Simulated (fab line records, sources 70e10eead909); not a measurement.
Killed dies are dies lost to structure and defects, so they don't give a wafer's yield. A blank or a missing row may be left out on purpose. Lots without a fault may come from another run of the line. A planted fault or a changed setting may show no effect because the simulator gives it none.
fab line records | flow nand_harc
record lots=6 wafers=18 last_day=32
route steps=1302 shown A_CHANNEL_HOLE_D2@603 A_CHANNEL_FILL_D2@610 END@1302
lots that met no fault: from a run of the same line without faults
start_h: hours from the record's first day to the start of the lot's first wafer shown | wait_h: hours since the lot's step before | " the same as in the row above | L1.1+2: a row that stands for several wafers | - no value, or no start given | * or withheld: withheld | < > ~ a bound
route shown NAME@n: a module of which the file shows steps, and the number in the route of the first | usual: mean/standard deviation of fault-free wafers | same: alike in all rows | chamber/n: place in a boat | sites: the reading at each site | _std_site: their standard deviation | _edge_site: outer sites' mean less inner sites' | radius_mm: how far each site lies from the wafer's centre | mask NAME#n: copy n | behind: the tool/chamber that last shaped the wafer | hold: why the lot was held/for how many hours/how that ended | device: the transistor (n, p or np) that didn't switch | end of line: the same wafers' tests at the end of the route | a step without rows: its recipe alone | killed: dies lost to structure and defects at the first sort, not the wafer's yield | map: a wafer's dies, x killed, . not, _ none there
set.NAME: the setting as run; set.NAME@STEP: as run at that earlier step | model.NAME: the simulator's own value behind a step, which no gauge read
lots at some steps of the route; a table a step, a row a wafer
services: from which hour (start_h, from the record's first day; less than 0 if before it) a tool's chamber was out of use, for how many hours, and why
## steps
# step NHARC_A_CHANNEL_HOLE_D2_ETCH_44
# recipe target_depth_a=1400 overetch_a=140 time_s=77 ion_energy_ev=100 cf4_flow_sccm=80 o2_flow_sccm=20 ar_flow_sccm=0 rf_w=300 bias_w=100 chemistry=CF4/O2
# step NHARC_A_CHANNEL_HOLE_D2_STRIP_28
# recipe o2_flow_sccm=500 ar_flow_sccm=0 bias_w=0 chemistry=O2
# usual drypump_motor_current_A=5.62/0.23 oes_product_au=0.998/0.013 rf_vpp_V=57.9/0.98 showerhead_plenum_p_Torr=3.58/0.14 throttle_valve_pct=17.036/0.0084
# columns lot.wafer tool chamber start_h wait_h drypump_motor_current_A oes_product_au rf_hours_counter_h rf_vpp_V showerhead_plenum_p_Torr throttle_valve_pct
L109.1 rie_diel-07 3 - - 5.32 0.993 1 59.2 3.40 17.043
L109.4 " 1 " " 5.53 1.031 2 57.0 3.51 17.045
L109.6 " 3 " " 5.33 0.998 - 56.7 3.40 17.032
L112.3 rie_diel-01 2 - - 5.74 0.976 10 58.6 3.76 17.037
L112.2 " 0 " " 6.03 0.992 11 58.0 3.33 17.024
L112.5 " 3 " " 5.84 0.987 - 58.0 3.72 17.037
L113.4 rie_diel-06 1 - - 5.70 0.994 1 57.6 3.55 17.039
L113.3 " 2 " " 5.57 1.010 2 58.5 3.63 17.044
L113.6 " 2 " " 5.58 1.006 - 57.7 3.63 17.037
L123.4 rie_diel-06 1 - - 5.71 1.003 7 58.0 3.55 17.037
L123.3 " 3 " " 5.81 0.993 7 58.8 3.65 17.035
L123.6 " 1 " " 5.67 1.000 - 60.2 3.55 17.036
L126.1 rie_diel-06 1 - - 5.70 1.019 0 58.6 3.55 17.031
L126.6 " 0 " " 5.19 0.991 - 58.6 3.70 17.022
L126.5 " 1 " " 5.71 1.018 - 57.3 3.55 17.035
L125.3 rie_diel-07 1 - - 5.51 0.999 1 57.4 3.51 17.048
L125.4 " 2 " " 5.64 1.005 1 59.2 3.29 17.056
L125.5 " 3 " " 5.29 1.007 - 57.0 3.39 17.055
# step NHARC_A_CHANNEL_HOLE_D2_PRECLEAN_29
# recipe time_s=* temp_c=50 bath_age_min=0 chemistry=SC1
# step NHARC_A_CHANNEL_HOLE_D2_SRD_30
# step NHARC_A_CHANNEL_HOLE_D2_CD_MEAS_31
# usual cd_nm=90.9/1.7
# columns lot.wafer tool chamber start_h wait_h cd_nm
L109.1 cd_sem-02 - 333.07 - 88.7
L109.4 " - " " 92.5
L109.6 " - " " 91.7
L112.2 cd_sem-03 - 366.51 - 89.7
L112.3 " - " " 87.6
L112.5 " - " " 90.7
L113.3 cd_sem-02 - 367.57 - 90.7
L113.4 " - " " 92.1
L113.6 " - " " 89.8
L123.3 cd_sem-01 - 467.86 - 94.0
L123.4 " - " " 90.4
L123.6 " - " " 88.8
L126.1 cd_sem-01 - 499.18 - 92.8
L126.5 " - " " 94.7
L126.6 " - " " 90.2
L125.3 cd_sem-01 - 499.62 - 91.2
L125.4 " - " " 90.7
L125.5 " - " " 90.4
# step NHARC_A_CHANNEL_HOLE_D2_XSEM_32
# recipe landing_energy_ev=35000
# usual bot_cd_nm=75.7/1.9 bow_nm=8.68/0.23 tilt_deg=0.08/0.035
# columns lot.wafer tool chamber start_h wait_h bot_cd_nm bow_nm tilt_deg
L109.1 xsem-02 0 333.16 0.1 75.2 8.19 0.10
L109.4 " 0 " " 77.5 8.16 0.10
L109.6 " 0 " " 77.6 8.21 0.10
L112.2 xsem-01 0 366.59 0.1 74.1 9.00 0.01
L112.3 " 0 " " 71.7 8.96 0.01
L112.5 " 0 " " 75.1 8.97 0.01
L113.3 xsem-02 0 367.67 0.1 76.1 8.82 0.06
L113.4 " 0 " " 77.8 8.79 0.06
L113.6 " 0 " " 75.7 8.88 0.06
L123.3 xsem-01 0 467.94 0.1 79.3 8.44 0.10
L123.4 " 0 " " 75.3 8.49 0.10
L123.6 " 0 " " 73.6 8.44 0.10
L126.1 xsem-02 0 499.28 0.1 77.0 8.77 0.13
L126.5 " 0 " " 79.6 8.62 0.13
L126.6 " 0 " " 75.5 8.64 0.14
L125.3 xsem-01 0 499.71 0.1 75.7 9.02 0.08
L125.4 " 0 " " 74.8 8.93 0.08
L125.5 " 0 " " 74.1 8.97 0.07
# step NHARC_A_CHANNEL_HOLE_D2_INSPECT_40
# usual raw_defect_count=291/94
# columns lot.wafer tool chamber start_h wait_h raw_defect_count
L109.1 defect_inspect-02 - 333.28 - 230
L109.4 " - " " 294
L109.6 " - " " 247
L112.2 defect_inspect-02 - 366.70 - 253
L112.3 " - " " 199
L112.5 " - " " 243
L113.3 defect_inspect-01 - 367.76 - 391
L113.4 " - " " 425
L113.6 " - " " 312
L123.3 defect_inspect-01 - 468.04 - 288
L123.4 " - " " 207
L123.6 " - " " 319
L126.1 defect_inspect-02 - 499.37 - 163
L126.5 " - " " 185
L126.6 " - " " 215
L125.3 defect_inspect-01 - 499.80 - 306
L125.4 " - " " 218
L125.5 " - " " 241
# step NHARC_A_CHANNEL_FILL_D2_PRECLEAN_00
# recipe time_s=* temp_c=50 bath_age_min=0 chemistry=SC1
# step NHARC_A_CHANNEL_FILL_D2_SRD_01
# step NHARC_A_CHANNEL_FILL_D2_ALD_02
# recipe target_thk_a=60 pulse_time_s=10 ald_cycles=60 temp_c=300 material=SiO2
# usual ald_cycles=60/0 heater_power_w=469/38 precursor_pulse_height_rel=0.999/0.021
# columns lot.wafer tool chamber start_h wait_h ald_cycles heater_power_w precursor_pulse_height_rel
L109.4 ald_hk-02 0 333.47 - 60 478 0.994
L109.1 " 2 " " 60 489 0.984
L109.6 " 1 " " 60 417 1.003
L112.2 ald_hk-04 0 366.97 - 60 505 1.001
L112.3 " 1 " " 60 509 1.032
L112.5 " 0 " " 60 503 0.987
L113.3 ald_hk-03 2 367.95 - 60 409 0.982
L113.4 " 1 " " 60 524 0.972
L113.6 " 3 " " 60 436 1.013
L123.4 ald_hk-02 1 468.23 - 60 419 0.979
L123.3 " 2 " " 60 497 0.979
L123.6 " 2 " " 60 491 0.947
L126.1 ald_hk-02 3 499.78 - 60 506 0.995
L126.6 " 0 " " 60 485 0.978
L126.5 " 1 " " 60 420 1.004
L125.4 ald_hk-03 1 500.00 - 60 514 1.006
L125.3 " 2 " " 60 418 1.002
L125.5 " 2 " " 60 415 1.007
# step NHARC_A_CHANNEL_FILL_D2_ALD_03
# recipe target_thk_a=60 pulse_time_s=60 ald_cycles=58 temp_c=630 pressure_torr=2 material=SiNx
# usual ald_cycles=58/0 precursor_pulse_height_rel=1.003/0.019
# columns lot.wafer tool chamber start_h wait_h ald_cycles precursor_pulse_height_rel
L109.1 ald_sin_batch-02 0 - - 58 1.020
L109.4 " 0 " " 58 1.007
L109.6 " 0 " " 58 1.020
L112.2 ald_sin_batch-03 0 - - 58 0.989
L112.3 " 0 " " 58 1.049
L112.5 " 0 " " 58 0.974
L113.3 ald_sin_batch-03 0 - - 58 0.974
L113.4 " 0 " " 58 1.015
L113.6 " 0 " " 58 1.007
L123.3 ald_sin_batch-03 0 - - 58 1.024
L123.4 " 0 " " 58 0.986
L123.6 " 0 " " 58 0.982
L125.3 ald_sin_batch-01 0 - - 58 1.016
L125.4 " 0 " " 58 0.997
L125.5 " 0 " " 58 1.006
L126.1 ald_sin_batch-01 0 - - 58 0.978
L126.5 " 0 " " 58 0.998
L126.6 " 0 " " 58 1.009
# step NHARC_A_CHANNEL_FILL_D2_ALD_14
# recipe target_thk_a=25 pulse_time_s=10 ald_cycles=25 temp_c=300 material=SiO2
# step NHARC_A_CHANNEL_FILL_D2_ALD_15
# recipe target_thk_a=20 pulse_time_s=60 ald_cycles=19 temp_c=630 pressure_torr=2 material=SiNx
# usual ald_cycles=19/0 precursor_pulse_height_rel=0.999/0.017
# columns lot.wafer tool chamber start_h wait_h ald_cycles precursor_pulse_height_rel
L109.1 ald_sin_batch-02 0 343.65 - 19 1.014
L109.4 " 0 " " 19 0.964
L109.6 " 0 " " 19 1.003
L112.2 ald_sin_batch-02 0 377.05 - 28 1.013
L112.3 " 0 " " 28 0.979
L112.5 " 0 " " 28 0.989
L113.3 ald_sin_batch-02 0 377.05 - 28 0.993
L113.4 " 0 " " 28 1.006
L113.6 " 0 " " 28 1.014
L123.3 ald_sin_batch-02 0 478.37 - 19 0.985
L123.4 " 0 " " 19 0.998
L123.6 " 0 " " 19 0.980
L125.3 ald_sin_batch-03 0 509.70 - 19 1.015
L125.4 " 0 " " 19 1.014
L125.5 " 0 " " 19 0.997
L126.1 ald_sin_batch-03 0 509.70 - 19 1.001
L126.5 " 0 " " 19 1.015
L126.6 " 0 " " 19 1.050
# step NHARC_A_CHANNEL_FILL_D2_ALD_16
# recipe target_thk_a=15 pulse_time_s=10 ald_cycles=15 temp_c=300 material=SiO2
# usual ald_cycles=15/0 heater_power_w=470/39 precursor_pulse_height_rel=1.000/0.022
# columns lot.wafer tool chamber start_h wait_h ald_cycles heater_power_w precursor_pulse_height_rel
L109.4 ald_hk-02 3 345.69 0.0 15 522 0.988
L109.1 " 0 " " 15 472 1.033
L109.6 " 0 " " 15 463 1.011
L112.2 ald_hk-02 0 379.13 0.0 15 478 0.981
L112.3 " 2 " " 15 506 0.993
L112.5 " 1 " " 15 416 1.031
L113.3 ald_hk-04 0 379.16 0.1 15 501 0.981
L113.4 " 2 " " 15 403 1.050
L113.6 " 0 " " 15 502 1.052
L123.4 ald_hk-02 2 480.44 0.0 15 495 0.956
L123.3 " 3 " " 15 506 1.042
L123.6 " 2 " " 15 494 0.989
L125.3 ald_hk-04 0 511.96 0.3 15 465 0.980
L125.4 " 1 " " 15 501 0.994
L125.5 " 2 " " 15 407 1.009
L126.1 ald_hk-03 2 512.12 0.4 15 415 0.988
L126.5 " 0 " " 15 488 0.956
L126.6 " 1 " " 15 539 0.974
# step NHARC_END_SORT_01
# recipe temp_c=25
# usual killed_at_array=56/17 killed_at_other=0.9/1.2 killed_at_periphery=3.9/2.5 killed_dies=61/17 killed_open=3.2/1.8 killed_short=2.7/1.7
# same gross_dies=677
# columns lot.wafer tool chamber start_h wait_h killed_at_array killed_at_other killed_at_periphery killed_dies killed_open killed_short
L109.1 prober-01 0 593.64 2.5 80 3 5 88 3 3
L109.4 prober-01 0 596.05 3.4 66 5 1 72 4 5
L109.6 prober-01 0 597.65 4.0 64 3 5 72 2 5
L113.3 prober-01 0 633.71 3.1 63 1 2 66 3 5
L113.4 prober-01 0 634.51 3.4 69 1 3 73 5 2
L113.6 prober-01 0 636.10 4.0 71 0 1 72 1 4
# killed by level:class
L109.1 A_CHANNEL_HOLE_D1:chamber_film_flake=40 A_SLIT:chamber_film_flake=25 A_CONTACT:chamber_film_flake=4 P_GATE:chamber_film_flake=3 A_CHANNEL_HOLE_D2:chamber_film_flake=3 A_BLC:chamber_film_flake=3 THIN_TSV:chamber_film_flake=3 P_CONTACT:geometric_particle:open=1
L109.4 A_CHANNEL_HOLE_D1:chamber_film_flake=31 A_SLIT:chamber_film_flake=12 A_CHANNEL_HOLE_D2:chamber_film_flake=5 THIN_TSV:chamber_film_flake=5 A_STAIRCASE:chamber_film_flake=3 A_BLC:chamber_film_flake=3 A_CONTACT:chamber_film_flake=2 P_M1:geometric_particle:short=1
L109.6 A_CHANNEL_HOLE_D1:chamber_film_flake=35 A_SLIT:chamber_film_flake=9 A_CONTACT:chamber_film_flake=6 A_CHANNEL_HOLE_D2:chamber_film_flake=5 P_GATE:chamber_film_flake=4 A_STAIRCASE:chamber_film_flake=3 THIN_TSV:chamber_film_flake=3 P_CONTACT:geometric_particle:short=1
L113.3 A_CHANNEL_HOLE_D1:chamber_film_flake=26 A_CHANNEL_HOLE_D2:chamber_film_flake=19 A_STAIRCASE:chamber_film_flake=8 A_M1:geometric_particle:short=2 A_SOURCE_PLATE:geometric_particle:short=1 A_ONON_D2:geometric_particle:open=1 A_CHANNEL_HOLE_D2:geometric_particle:short=1 A_CHANNEL_FILL_D2:geometric_particle:open=1
L113.4 A_CHANNEL_HOLE_D1:chamber_film_flake=26 A_CHANNEL_HOLE_D2:chamber_film_flake=19 A_CONTACT:chamber_film_flake=6 A_STAIRCASE:chamber_film_flake=5 A_DECK1_JOINT:chamber_film_flake=4 A_SGD_CUT:chamber_film_flake=3 A_ONON_D1:geometric_particle:open=2 A_M0:geometric_particle:open=2
L113.6 A_CHANNEL_HOLE_D2:chamber_film_flake=27 A_CHANNEL_HOLE_D1:chamber_film_flake=27 A_STAIRCASE:chamber_film_flake=6 A_CONTACT:chamber_film_flake=3 A_SGD_CUT:chamber_film_flake=2 P_CONTACT:geometric_particle:short=1 A_CHANNEL_HOLE_D1:geometric_particle:short=1 A_CHANNEL_FILL_D1:geometric_particle:short=1
## services
# columns tool chamber start_h hours kind
rie_diel-06 1 317.35 10.1 repair
rie_diel-01 3 319.03 2.6 repair
ald_hk-02 - 321.66 0.7 repair
rie_diel-07 3 344.76 8.5 repair
ald_hk-02 - 348.86 10.0 pm
ald_hk-02 0 348.86 10.0 vent_cycle
ald_hk-02 1 348.86 10.0 vent_cycle
ald_hk-02 2 348.86 10.0 vent_cycle
ald_hk-02 3 348.86 10.0 vent_cycle
ald_hk-02 0 358.86 - clean
xsem-01 - 374.00 14.0 pm
rie_diel-06 0 378.75 37.1 repair
ald_hk-02 - 380.90 0.6 repair
rie_diel-01 - 381.31 9.0 pm
rie_diel-07 1 404.65 5.7 repair
rie_diel-01 0 421.47 1.5 repair
ald_hk-03 - 422.00 0.9 repair
ald_hk-04 - 432.52 10.0 pm
xsem-02 - 469.81 1.3 repair
rie_diel-07 - 471.26 9.0 pm
rie_diel-06 - 482.71 1.6 repair
rie_diel-06 - 484.33 9.0 pm
rie_diel-01 1 488.87 2.8 repair
ald_sin_batch-01 - 507.69 26.0 pm
## key
first_sign step=NHARC_A_CHANNEL_FILL_D2_ALD_15 reading=ald_cycles direction=up sigmas=99+ usual=19 struck=28
effect none on later readings
met_at NHARC_A_CHANNEL_FILL_D2_ALD_15
struck_wafers L112.2,L112.3,L112.5,L113.3,L113.4,L113.6
tester_left_out L112,L113
onset_between 343.65 377.05
fault kind=process_parameter_drift tool=ald_sin_batch-02 chamber=- onset_h=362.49 steps=NHARC_A_CHANNEL_FILL_D2_ALD_15 channel=ald_cycles offset=9 shape=step end_h=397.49 acts_in=these_recipes_only stated=19
# tester_left_out: of these lots the tester's yield and bins aren't shown, on N5 and GAA mostly nor the transistor test; their killed dies are dies lost to structure and defects alone, not to doping, threshold or leakage, so they don't give the yield
